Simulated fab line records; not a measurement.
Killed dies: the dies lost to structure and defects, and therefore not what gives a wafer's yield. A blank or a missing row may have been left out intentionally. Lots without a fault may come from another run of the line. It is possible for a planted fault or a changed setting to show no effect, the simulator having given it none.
Matching of chambers / flow n5_finfet / 4 sister chambers for N5_BEOL_M10_ETCH_66 on rie_diel-06
The step etches SOC in N2/H2, target depth 120 nm, overetch 24 nm, time 180 s. 8 wafers are shown with their chamber, then 7 later ones without.

## WAFERS PAIRED WITH THEIR CHAMBERS
wafer=L083.2; chamber=3; drypump_motor_current_A (A)=5.7; showerhead_plenum_p_Torr (Torr)=2.60
wafer=L084.2; chamber=2; drypump_motor_current_A (A)=5.8; showerhead_plenum_p_Torr (Torr)=2.50
wafer=L084.5; chamber=2; drypump_motor_current_A (A)=5.8; showerhead_plenum_p_Torr (Torr)=2.50
wafer=L090.1; chamber=1; drypump_motor_current_A (A)=6.2; showerhead_plenum_p_Torr (Torr)=2.68
wafer=L090.3; chamber=0; drypump_motor_current_A (A)=4.8; showerhead_plenum_p_Torr (Torr)=2.66
wafer=L090.4; chamber=3; drypump_motor_current_A (A)=5.7; showerhead_plenum_p_Torr (Torr)=2.59
wafer=L091.2; chamber=0; drypump_motor_current_A (A)=4.8; showerhead_plenum_p_Torr (Torr)=2.66
wafer=L091.5; chamber=1; drypump_motor_current_A (A)=6.3; showerhead_plenum_p_Torr (Torr)=2.68

## WAFERS WITH NO CHAMBER GIVEN
wafer=L091.6; drypump_motor_current_A (A)=4.8; showerhead_plenum_p_Torr (Torr)=2.66
wafer=L092.1; drypump_motor_current_A (A)=5.8; showerhead_plenum_p_Torr (Torr)=2.50
wafer=L092.2; drypump_motor_current_A (A)=5.7; showerhead_plenum_p_Torr (Torr)=2.59
wafer=L092.4; drypump_motor_current_A (A)=5.8; showerhead_plenum_p_Torr (Torr)=2.59
wafer=L096.1; drypump_motor_current_A (A)=5.8; showerhead_plenum_p_Torr (Torr)=2.50
wafer=L096.4; drypump_motor_current_A (A)=5.7; showerhead_plenum_p_Torr (Torr)=2.58
wafer=L096.5; drypump_motor_current_A (A)=6.2; showerhead_plenum_p_Torr (Torr)=2.67

## EACH ONE'S CHAMBER
wafer=L091.6; from the rows above=0; in truth=0
wafer=L092.1; from the rows above=2; in truth=2
wafer=L092.2; from the rows above=3; in truth=3
wafer=L092.4; from the rows above=3; in truth=3
wafer=L096.1; from the rows above=2; in truth=2
wafer=L096.4; from the rows above=3; in truth=3
wafer=L096.5; from the rows above=1; in truth=1
Correctly placed: 7 of 7. Not placeable from these rows: 0. Wrongly placed: 0.
How it was worked out, from the rows above alone: a wafer's distance from a chamber is the root of the sum, over the readings, of the square of ((its reading less the chamber's mean) divided by the reading's scatter). The wafer belongs to the nearest chamber; if the next one is less than 2 further off, it can't be placed. A chamber's mean is the mean of its shown wafers. The scatter: take each reading less its chamber's mean, square it, sum over the shown wafers, divide by the number of wafers less the number of chambers, and take the root.
